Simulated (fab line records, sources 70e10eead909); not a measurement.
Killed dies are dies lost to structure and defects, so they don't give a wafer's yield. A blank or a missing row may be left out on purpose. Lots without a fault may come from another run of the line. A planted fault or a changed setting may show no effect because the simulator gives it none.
Which tool did it? | flow nand_harc | 12 lots, 36 wafers sampled, at 2 steps of a route of 1302

WHAT THE GAUGES READ, wafer by wafer
NHARC_A_BLC_INSPECT_28.
lot  | measured     | on                | raw_defect_count
L075 | day 23 05:51 | defect_inspect-01 | 415 391 500
L078 | day 23 23:19 | defect_inspect-02 | 550 561 560
L077 | day 24 09:11 | defect_inspect-02 | 426 638 411
L081 | day 25 13:53 | defect_inspect-02 | 411 466 600
L083 | day 26 06:51 | defect_inspect-02 | 408 377 386
L085 | day 27 08:19 | defect_inspect-02 | 569 592 721
L087 | day 28 09:41 | defect_inspect-01 | 877 414 493
L089 | day 29 00:25 | defect_inspect-02 | 431 432 390
L091 | day 29 21:52 | defect_inspect-01 | 507 447 438
L093 | day 30 06:01 | defect_inspect-01 | 648 546 455
L096 | day 31 11:29 | defect_inspect-01 | 539 500 549
L097 | day 32 18:10 | defect_inspect-02 | 517 479 498

WHICH TOOL RAN EACH LOT (tool, then ch and the chambers of the sampled wafers, then the start)
lot  | NHARC_A_BLC_STRIP_21
L075 | rie_diel-09 ch 0,1,2, day 23 04:04
L078 | rie_diel-12 ch 1,2, day 23 21:30
L077 | rie_diel-12 ch 1,2, day 24 06:57
L081 | rie_diel-10 ch 0,2,3, day 25 12:06
L083 | rie_diel-09 ch 0,2,3, day 26 05:03
L085 | rie_diel-09 ch 0,1, day 27 06:31
L087 | rie_diel-09 ch 0,2,3, day 28 07:53
L089 | rie_diel-09 ch 0,1, day 28 22:37
L091 | rie_diel-09 ch 0,1,2, day 29 20:04
L093 | rie_diel-09 ch 0,1,2, day 30 04:13
L096 | rie_diel-09 ch 0,1,3, day 31 09:42
L097 | rie_diel-09 ch 2,3, day 32 16:23
- NHARC_A_BLC_STRIP_21: strips in O2.

THE ANSWER, worked out from the rows above alone
Rule: what is usual is taken from the lots themselves. Put in order of their means at a reading, lots are off if they are a third of the lots or fewer, leave a main group of 4 or more, and stand apart from it by a gap of 3 or more times the standard deviation of the main group's means; of several such gaps the widest counts. A main group whose means are all the same, to the digits that the tables above print for the reading, isn't used. A lot without any number at a reading at which 4 lots or more have one is off too. The other lots that the step has rows for count as sound.
No lot is off at any reading shown: from this, nothing can be told.

WHAT THE SIMULATOR HAD PUT IN
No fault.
